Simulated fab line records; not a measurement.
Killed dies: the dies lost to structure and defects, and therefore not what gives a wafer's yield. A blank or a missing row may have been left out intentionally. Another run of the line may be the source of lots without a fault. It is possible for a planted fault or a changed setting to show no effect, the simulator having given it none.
fab line records	flow n5_finfet
record: lots: 4	wafers: 12	last_day: 18
route steps=1938 shown BEOL_M0_SAQP@663 BEOL_M0_CUTY@701 BEOL_M4@1111 PASSIVATION@1936
lots with no fault: from the same line, run without faults
start_h: start of the lot's first displayed wafer, in hours after the record's first day	wait_h: hours since the lot's step before	" repeats the value in the row above	L1.1+2: a single row standing in for several wafers	- either no value or no given start	* or withheld: withheld	< > ~ a bound
route shown NAME@n: NAME is a module with steps in the file, n the number in the route of the first one	usual: mean and standard deviation over wafers with no fault	same: alike in all rows	chamber/n: place in a boat	sites: readings site by site	_std_site: how widely they spread, as a standard deviation	_edge_site: outer sites' mean less inner sites'	radius_mm: for every site, how far away it sits from the centre of the wafer	mask NAME#n: copy n	behind: the tool/chamber that last shaped the wafer	hold: reason for holding the lot/hours on hold/outcome of the hold	device: the transistor (n, p or np) that didn't switch	end of line: tests of these same wafers at the route's end	a step without rows: its recipe alone	killed: dies lost to structure and defects at the first sort, not the wafer's yield	map: the dies of a wafer, with x for killed, . for not killed, _ for no die there
set.NAME: the setting that was run; set.NAME@STEP: the one run at that earlier step	model.NAME: the simulator's own value behind a step, which no gauge read
lots at selected steps of the route; one table per step, one row per wafer
services: the hour from which a tool's chamber was out of use, counted from the record's first day as start_h (under 0 if before that day), plus the number of hours and why
== steps ==
step: N5_BEOL_M0_SAQP_SPACER1_ALD_98
recipe: material: SiO2	target_thk_a: 128	temp_c: 300	ald_precursor_family: BDEAS	ald_co_reactant: O2-plasma	pulse_time_s: 1	purge_time_s: 2	co_reactant_purge_time_s: 2	ald_cycles: 138	pressure_torr: 2
step: N5_BEOL_M0_SAQP_SPACER1_ETCHBACK_99
recipe: chemistry: CHF3/O2	mode: anisotropic_etchback	target: SiO2	target_depth_a: 154	time_s: 7.7	pressure_mtorr: 30	source_w: 650	bias_w: 170	Ar_flow_sccm: 200	CHF3_flow_sccm: 50	O2_flow_sccm: 5	ion_energy_ev: 200
step: N5_BEOL_M0_SAQP_MANDREL1_REMOVE_100
recipe: chemistry: HBr/Cl2/O2	bt_time_s: 10	target: a-Si	stop_on: SiNx	endpoint: OES-SiCl	over_etch_frac: 0.85	icp_w: 600	bias_w: 30	HBr_flow_sccm: 150	Cl2_flow_sccm: 80	O2_flow_sccm: 5	pressure_mtorr: 10
step: N5_BEOL_M0_SAQP_ETCH_101
recipe: chemistry: CH3F/O2	target: SiNx	mask_material: SiO2	target_depth_a: 299	time_s: 42.7	pressure_mtorr: 30	source_w: 395	bias_w: 73	Ar_flow_sccm: 150	CH3F_flow_sccm: 30	O2_flow_sccm: 20	ion_energy_ev: 120
step: N5_BEOL_M0_SAQP_ETCH_102
recipe: chemistry: CF4	target: SiO2	target_depth_a: 40	ion_energy_ev: 350	time_s: 4.4	pressure_mtorr: 10	icp_w: 800	bias_w: 400	cf4_flow_sccm: 80
step: N5_BEOL_M0_SAQP_MANDREL_ETCH_103
recipe: chemistry: HBr/Cl2	target: a-Si	target_depth_a: 450	bt_time_s: 10	stop_on: SiCN	mask_material: SiO2	over_etch_frac: 0.8	time_s: 27	pressure_mtorr: 10	icp_w: 800	bias_w: 75	HBr_flow_sccm: 150	Cl2_flow_sccm: 80	ends: end_point
step: N5_BEOL_M0_SAQP_RECESS_104
recipe: chemistry: HF/NH3	target: SiO2	target_depth_a: 180	afs_cycles: 3	temp_c: 30	sublimation_temp_c: 180	sublimation_time_s: 60
step: N5_BEOL_M0_SAQP_COAT_105
recipe: resist: SOC	temp_c: 250	time_s: 60	spin_rpm: 1500	resist_thk_nm: 100
step: N5_BEOL_M0_SAQP_ETCH_106
recipe: chemistry: N2/H2	target: SOC	target_depth_a: 1500	stop_on: SiNx	ion_energy_ev: 100	bias_w: 61	pressure_mtorr: 30	source_w: 850	n2_flow_sccm: 200	h2_flow_sccm: 200
step: N5_BEOL_M0_SAQP_ETCH_107
recipe: chemistry: CH3F/O2	target: SiNx	target_depth_a: 300	mask_material: SOC	pressure_mtorr: 30	source_w: 395	bias_w: 73	Ar_flow_sccm: 150	CH3F_flow_sccm: 30	O2_flow_sccm: 20	ion_energy_ev: 120
step: N5_BEOL_M0_SAQP_STRIP_108
recipe: chemistry: N2/H2	power_w: 500	temp_c: 40	pressure_mtorr: 50	rf_frequency_hz: 6e+07	overash_fraction: 0.3	bias_power_w: 28	h2_frac: 0.5	n2_flow_sccm: 300	h2_flow_sccm: 300
step: N5_BEOL_M0_SAQP_RECESS_109
recipe: chemistry: HF/NH3	target: SiO2	target_depth_a: 30	afs_cycles: 1	temp_c: 30	sublimation_temp_c: 180	sublimation_time_s: 60
usual: drypump_motor_current_A: 5.4/0.37
lot.wafer	tool	chamber	start_h	wait_h	drypump_motor_current_A
L815.1	vapor_etch-02	0	124.34	0.0	5.2
L815.3	"	0	"	"	5.2
L815.6	"	0	"	"	5.3
L827.2	vapor_etch-02	1	197.70	0.0	6.0
L827.4	"	1	"	"	6.0
L827.6	"	1	"	"	6.0
L828.1	vapor_etch-02	1	203.03	0.4	6.0
L828.2	"	0	"	"	5.3
L828.4	"	0	"	"	5.3
L835.2	vapor_etch-01	0	254.00	0.7	5.1
L835.3	"	0	"	"	5.1
L835.4	"	1	"	"	5.1
step: N5_BEOL_M0_SAQP_SPACER2_ALD_26
recipe: material: SiO2	target_thk_a: 150	temp_c: 300	ald_precursor_family: BDEAS	ald_co_reactant: O2-plasma	pulse_time_s: 1	purge_time_s: 2	co_reactant_purge_time_s: 2	pressure_torr: 2
step: N5_BEOL_M0_SAQP_SPACER2_ETCHBACK_27
recipe: chemistry: CHF3/O2	mode: anisotropic_etchback	target: SiO2	target_depth_a: 225	time_s: 11.25	pressure_mtorr: 30	source_w: 650	bias_w: 170	Ar_flow_sccm: 200	CHF3_flow_sccm: 50	O2_flow_sccm: 5	ion_energy_ev: 200
step: N5_BEOL_M0_SAQP_MANDREL2_REMOVE_110
recipe: chemistry: HBr/Cl2/O2	bt_time_s: 10	target: a-Si	stop_on: SiCN	endpoint: OES-SiCl	over_etch_frac: 1	icp_w: 600	bias_w: 30	HBr_flow_sccm: 150	Cl2_flow_sccm: 80	O2_flow_sccm: 5	pressure_mtorr: 10
step: N5_BEOL_M0_SAQP_COAT_69
recipe: resist: SOC	temp_c: 250	time_s: 60	spin_rpm: 1500	resist_thk_nm: 90
step: N5_BEOL_M0_SAQP_COAT_72
recipe: resist: SiARC	temp_c: 220	time_s: 60	spin_rpm: 1500	resist_thk_nm: 15
step: N5_BEOL_M0_SAQP_COAT_87
recipe: resist: underlayer	temp_c: 205	time_s: 60	spin_rpm: 1500	resist_thk_nm: 5
step: N5_BEOL_M0_SAQP_COAT_34
recipe: resist: CAR-EUV	spin_rpm: 1500	resist_thk_nm: 30
step: N5_BEOL_M0_SAQP_EBR_36
recipe: solvent: PGMEA	ebr_width_mm: 1.5
step: N5_BEOL_M0_SAQP_SOFTBAKE_35
recipe: temp_c: 110	time_s: 60	resist: CAR-EUV
step: N5_BEOL_M0_SAQP_EXPOSE_37
recipe: mask_id: M0_CUT1	na: 0.33	source_shape: annular	sigma_inner: 0.35	sigma_outer: 0.8	polarization: unpolarized	target_cd_nm: 30	dose_mj: 44.75
step: N5_BEOL_M0_SAQP_PEB_38
recipe: peb_temp_c: 100	peb_time_s: 60	resist: CAR-EUV
step: N5_BEOL_M0_SAQP_DEVELOP_39
recipe: develop_time_s: 30	developer: TMAH	resist: CAR-EUV	rinse_liquid: surfactant_rinse	dry: air_spin	dev_temp_c: 23
step: N5_BEOL_M0_SAQP_INSPECT_42
recipe: mode: adi	inspect_instrument: brightfield
usual: raw_defect_count: 279/88
lot.wafer	tool	chamber	start_h	wait_h	raw_defect_count
L815.1	defect_inspect-02	-	125.75	0.1	247
L815.3	"	-	"	"	173
L815.6	"	-	"	"	192
L827.2	defect_inspect-02	-	199.11	0.0	496
L827.4	"	-	"	"	564
L827.6	"	-	"	"	571
L828.1	defect_inspect-01	-	205.06	0.1	590
L828.2	"	-	"	"	467
L828.4	"	-	"	"	646
L835.2	defect_inspect-01	-	255.40	0.0	225
L835.3	"	-	"	"	204
L835.4	"	-	"	"	515
step: N5_BEOL_M0_SAQP_DESCUM_45
recipe: chemistry: O2	time_s: 7	source_power_w: 50	bias_power_w: 20	pressure_mtorr: 20	rf_frequency_hz: 2.712e+07	temp_c: 40	resist: CAR-EUV	o2_flow_sccm: 225
step: N5_BEOL_M0_SAQP_ETCH_88
recipe: chemistry: N2/H2	target: underlayer	target_depth_a: 65	time_s: 5.2	ion_energy_ev: 200	mask_material: CAR-EUV	pressure_mtorr: 30	source_w: 840	bias_w: 150	n2_flow_sccm: 200	h2_flow_sccm: 200	ends: cleared
step: N5_BEOL_M0_SAQP_ETCH_73
recipe: chemistry: CF4	target: SiARC	target_depth_a: 195	mask_material: CAR-EUV	time_s: 32.5	ion_energy_ev: 80	pressure_mtorr: 40	source_w: 545	bias_w: 36	Ar_flow_sccm: 100	cf4_flow_sccm: 100	ends: cleared
step: N5_BEOL_M0_SAQP_CUT_ETCH_46
recipe: chemistry: N2/H2	target: SOC	target_depth_a: 1350	overetch_a: 270	temp_c: 40	time_s: 202.5	ion_energy_ev: 200	mask_material: SiARC	pressure_mtorr: 30	source_w: 840	bias_w: 150	n2_flow_sccm: 200	h2_flow_sccm: 200
step: N5_BEOL_M0_SAQP_STRIP_74
recipe: chemistry: N2/H2	temp_c: 40	n2_flow_sccm: 200	h2_flow_sccm: 200	rf_frequency_hz: 6e+07
step: N5_BEOL_M0_SAQP_STRIP_89
recipe: chemistry: N2/H2	temp_c: 40	n2_flow_sccm: 200	h2_flow_sccm: 200	rf_frequency_hz: 6e+07
step: N5_BEOL_M0_SAQP_ALD_48
recipe: material: SiO2	target_thk_a: 200	temp_c: 100	ald_precursor_family: BDEAS	ald_co_reactant: O2-plasma	pulse_time_s: 1	co_reactant_pulse_time_s: 1	purge_time_s: 2	co_reactant_purge_time_s: 2	ald_cycles: 139	pressure_torr: 2
step: N5_BEOL_M0_SAQP_ETCH_49
recipe: chemistry: CF4/O2	target_depth_a: 370	target: SiO2	pressure_mtorr: 40	source_w: 535	bias_w: 49	Ar_flow_sccm: 100	cf4_flow_sccm: 100	O2_flow_sccm: 10	ion_energy_ev: 100
step: N5_BEOL_M0_SAQP_STRIP_75
recipe: chemistry: CF4	resist: SiARC	power_w: 300	bias_power_w: 75	pressure_mtorr: 50	cf4_flow_sccm: 150	rf_frequency_hz: 6e+07
step: N5_BEOL_M0_CUTY_COAT_50
recipe: resist: SiARC	temp_c: 220	time_s: 60	spin_rpm: 1500	resist_thk_nm: 15
step: N5_BEOL_M0_CUTY_COAT_51
recipe: resist: CAR-ArF-block	spin_rpm: 1500	resist_thk_nm: 150
step: N5_BEOL_M0_CUTY_EBR_52
recipe: solvent: PGMEA	ebr_width_mm: 1.5
step: N5_BEOL_M0_CUTY_SOFTBAKE_53
recipe: temp_c: 110	time_s: 60	resist: CAR-ArF-block
step: N5_BEOL_M0_CUTY_INSPECT_59
recipe: mode: adi	inspect_instrument: macro
usual: raw_defect_count: 2.0/1.2
lot.wafer	tool	chamber	start_h	wait_h	raw_defect_count
L815.1	defect_inspect-01	-	127.38	0.0	2
L815.3	"	-	"	"	2
L815.6	"	-	"	"	5
L827.2	defect_inspect-02	-	200.57	0.0	>300
L827.4	"	-	"	"	>300
L827.6	"	-	"	"	>300
L828.1	defect_inspect-02	-	206.47	0.0	>300
L828.2	"	-	"	"	>300
L828.4	"	-	"	"	>300
L835.2	defect_inspect-02	-	256.86	0.0	3
L835.3	"	-	"	"	2
L835.4	"	-	"	"	2
step: N5_BEOL_M4_RC_MEAS_101
usual: DIBL_N: 36.1/1.3	DIBL_P: 36.1/1.7	IOFF_N: 0.154/0.022	IOFF_P: 0.201/0.024	ION_N: 675/8.9	ION_P: 462/5.9	SS_N: 71.5/0.49	SS_P: 73.3/0.58	VT_N: 250.0/2.7	VT_P: -251.3/2.7
lot.wafer	tool	chamber	start_h	wait_h	DIBL_N[mV/V]	DIBL_P[mV/V]	IOFF_N[nA/um]	IOFF_P[nA/um]	ION_N[uA/um]	ION_P[uA/um]	SS_N[mV/dec]	SS_P[mV/dec]	VT_N[mV]	VT_P[mV]
L815.1	prober-01	0	170.42	0.0	36.1	36.9	0.149	0.171	676	454	72.0	73.6	247.8	-256.8
L815.3	"	0	"	"	37.2	37.3	0.167	0.182	674	451	72.5	73.9	250.6	-255.5
L815.6	"	0	"	"	37.5	37.9	0.170	0.193	677	451	71.6	74.0	251.1	-255.5
L827.2	prober-02	0	261.80	0.2	38.4	37.6	0.202	0.243	695	473	71.5	74.3	244.1	-246.5
L827.4	"	0	"	"	36.5	35.5	0.163	0.202	678	464	71.0	72.9	246.5	-251.5
L827.6	"	0	"	"	38.9	37.6	0.215	0.260	681	467	72.3	74.5	242.8	-248.4
L828.1	prober-02	0	267.39	0.0	35.4	35.6	0.134	0.199	665	459	71.2	72.7	252.3	-250.5
L828.2	"	0	"	"	37.1	37.7	0.162	0.225	677	470	70.5	73.0	250.8	-248.2
L828.4	"	0	"	"	37.9	38.4	0.174	0.235	681	468	72.0	73.4	250.6	-248.6
L835.2	prober-02	0	319.63	0.2	36.8	37.9	0.169	0.246	676	468	71.5	73.4	249.1	-245.1
L835.3	"	0	"	"	36.7	37.0	0.156	0.218	673	466	72.0	73.1	247.2	-247.4
L835.4	"	0	"	"	37.7	38.4	0.179	0.248	690	475	71.6	74.0	244.3	-248.4
step: N5_PASSIVATION_PROBE_49
usual: defect_limited_yield: 90.9/1.3	killed_at_M0_to_M3: 35/10	killed_at_M4_up: 15/5.7	killed_at_contacts: 14/6.4	killed_at_front_end: 40/11	killed_at_other: 4/3.1	killed_dies: 108/16	killed_open: 71/11	killed_short: 34/7.7	sort_bin_5_function: 5.4/0.9	sort_bin_6_memory: 3.4/0.61	sort_n_pass: 1072/16	sort_yield_pct: 90.9/1.3
same: gross_dies: 1180	killed_at_back_side: 0	sort_bin_4_leakage[%]: 0	sort_bin_8_speed[%]: 0
lot.wafer	tool	chamber	start_h	wait_h	defect_limited_yield[%]	killed_at_M0_to_M3	killed_at_M4_up	killed_at_contacts	killed_at_front_end	killed_at_other	killed_dies	killed_open	killed_short	sort_bin_5_function[%]	sort_bin_6_memory[%]	sort_n_pass	sort_yield_pct[%]
L827.2	prober-02	-	373.13	0.1	82.7	137	16	14	32	5	204	69	25	10.2	4.9	976	82.7
L827.4	prober-02	-	373.23	0.2	83.1	118	12	22	46	2	200	69	27	10.1	5.2	980	83.1
L827.6	prober-02	-	373.33	0.3	84.3	130	12	11	28	4	185	51	33	10.2	4.0	995	84.3
L828.1	prober-01	-	375.05	0.0	85.2	141	4	9	19	2	175	54	16	9.1	4.2	1005	85.2
L828.2	prober-01	-	375.10	0.1	87.6	89	11	4	39	3	146	59	29	7.1	3.5	1034	87.6
L828.4	prober-01	-	375.20	0.2	88.1	92	8	9	30	2	141	59	22	7.6	3.2	1039	88.1
killed by level:class
L827.2 BEOL_M0_SAQP:unspecified=110 BEOL_M4:geometric_particle:open=11 STI_FIN_REVEAL:geometric_particle:open=10 MOL_CONTACT_COAG:geometric_particle:open=10 BEOL_M2:geometric_particle:open=7 BEOL_M0_SAQP:geometric_particle:open=6 MOL_CONTACT_COAG:geometric_particle:short=4 BEOL_M1:geometric_particle:open=4
L827.4 BEOL_M0_SAQP:unspecified=99 MOL_CONTACT_COAG:geometric_particle:open=20 STI_FIN_REVEAL:geometric_particle:open=12 FIN_SAQP:geometric_particle:short=7 ILD0:geometric_particle:open=6 BEOL_M2:geometric_particle:open=6 ILD0:geometric_particle:short=5 BEOL_M1:geometric_particle:open=5
L827.6 BEOL_M0_SAQP:unspecified=100 MOL_CONTACT_COAG:geometric_particle:open=9 BEOL_M0_SAQP:geometric_particle:short=8 BEOL_M1:geometric_particle:open=8 FIN_SAQP:geometric_particle:short=5 GATE_CUT:geometric_particle:short=4 BEOL_M0_SAQP:geometric_particle:open=4 BEOL_M2:geometric_particle:open=4
L828.1 BEOL_M0_SAQP:unspecified=102 BEOL_M3:geometric_particle:open=14 BEOL_M2:geometric_particle:open=9 BEOL_M1:geometric_particle:open=8 MOL_CONTACT_COAG:geometric_particle:open=5 MOL_CONTACT_COAG:geometric_particle:short=3 STARTING-WAFER:geometric_particle:open=3 FIN_SAQP:geometric_particle:open=2
L828.2 BEOL_M0_SAQP:unspecified=56 DUMMY_GATE:geometric_particle:open=8 BEOL_M3:geometric_particle:open=8 BEOL_M0_SAQP:geometric_particle:short=7 FIN_SAQP:geometric_particle:open=6 STI_FIN_REVEAL:geometric_particle:open=6 BEOL_M0_SAQP:geometric_particle:open=6 FIN_SAQP:geometric_particle:short=4
L828.4 BEOL_M0_SAQP:unspecified=59 BEOL_M3:geometric_particle:open=10 DUMMY_GATE:geometric_particle:open=8 MOL_CONTACT_COAG:geometric_particle:open=7 BEOL_M0_SAQP:geometric_particle:open=6 BEOL_M1:geometric_particle:open=6 FIN_SAQP:geometric_particle:open=5 FIN_SAQP:geometric_particle:short=4
map L827.2 (x killed, . not)
_________________.....x......________________
______________.................._____________
___________....x.xx...........x....__________
__________.............x............_________
________....xx..x..................xx._______
_______.x..............................______
______.......x.............x......x..x.._____
_____.........................x...x...x..____
____..x....x........xxx...................___
___..x.............xx.........xx...........__
___x.........................x.............__
__.x..............x..x......................_
__.............x......x..x...x............x._
_..............x........................x....
_.......x.....x......x.......................
_............x..............................x
_......................................xx.x..
_..............x.........................x...
_....x....x...............x.....x......x.....
_............x.x............x..........x.....
_.........................xx..x..........x...
__.......xx................x.x........x....._
__.....x................xxxxxxx.x.xx......x._
___...........x..........xxxxxxx.xx.x......__
___....................xxxxxxxxxxx.x...x...__
____...................xxxxxxxxxxxxx..x...___
_____...x...x.x....x..x.xxxxxxxxxxxx.x...____
______xx......x.........xxxxxxxxxxx.x..._____
_______...............xxxxxxxxxxxxx.x.x______
________.....x....x.x.xxxxxxxxxxxx...x_______
__________.x..x...x.......xxxxxxx..._________
___________..........x...xxxxxx..x.__________
______________xx.....x.........._____________
_________________............________________
map L828.1 (x killed, . not)
_________________......x.x...________________
______________.....x............_____________
___________....................x...__________
__________x........................._________
________.......................x....x._______
_______........x.........xx............______
______...............x..x..............._____
_____............................x.x.....____
____......................................___
___.x..............x..........x........x...__
___.............x.....x...x................__
__...........x..................x..........._
__......x................x.......x.........._
_...........................x.......x........
_x...........................................
_....x.................x.....................
_.....x...x..............x...................
_..........x..xx..x........x.................
_x............x...........x..x...............
_................x............x..............
_x.......................x..xx..x............
__.......x..................xx.xx..........._
__x....................x.xx.xxxx.x.........._
___...........xx.......x..xxxxxxxxx........__
___...xx...............x.xxxxxx.x.x........__
____.......x...........xxxxxxxxxxxx.......___
_____......x..........x.xxxxxxxxxx.x.....____
______.................xxxxxxxxxxx...xx._____
_______..............xxx.xxxxxxxxxxx...______
________........x.xx......xxxxxxxx.x.._______
__________.....x...x..x...xxxxxxx.x._________
___________x.......x.....x.x.xxxx.x__________
______________................x._____________
_________________.........xx.________________
== services ==
tool	chamber	start_h	hours	kind
vapor_etch-01	-	111.08	0.7	repair
vapor_etch-01	-	157.57	0.3	repair
vapor_etch-01	-	235.62	1.8	repair
== key ==
first_sign: step: N5_BEOL_M0_SAQP_INSPECT_42	reading: raw_defect_count	direction: up	sigmas: 3.1	usual: 279	struck: 556
effect: step: N5_BEOL_M0_CUTY_INSPECT_59	reading: raw_defect_count	direction: up	sigmas: 99+	usual: 2.0	struck: >300
effect: step: N5_PASSIVATION_PROBE_49	reading: killed_at_M0_to_M3	direction: up	sigmas: 7.9	usual: 35	struck: 118
more_kills_born_at: N5_BEOL_M0_SAQP_RECESS_109@vapor_etch-02: 526
met_at N5_BEOL_M0_SAQP_RECESS_109
struck_wafers L827.2,L827.4,L827.6,L828.1,L828.2,L828.4
onset_between 124.34 197.70
fault: kind: chamber_particle_source	tool: vapor_etch-02	chamber: -	onset_h: 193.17	steps: N5_BEOL_M0_SAQP_RECESS_109	rate_per_visit_cm2: 0.49392	end_h: 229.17
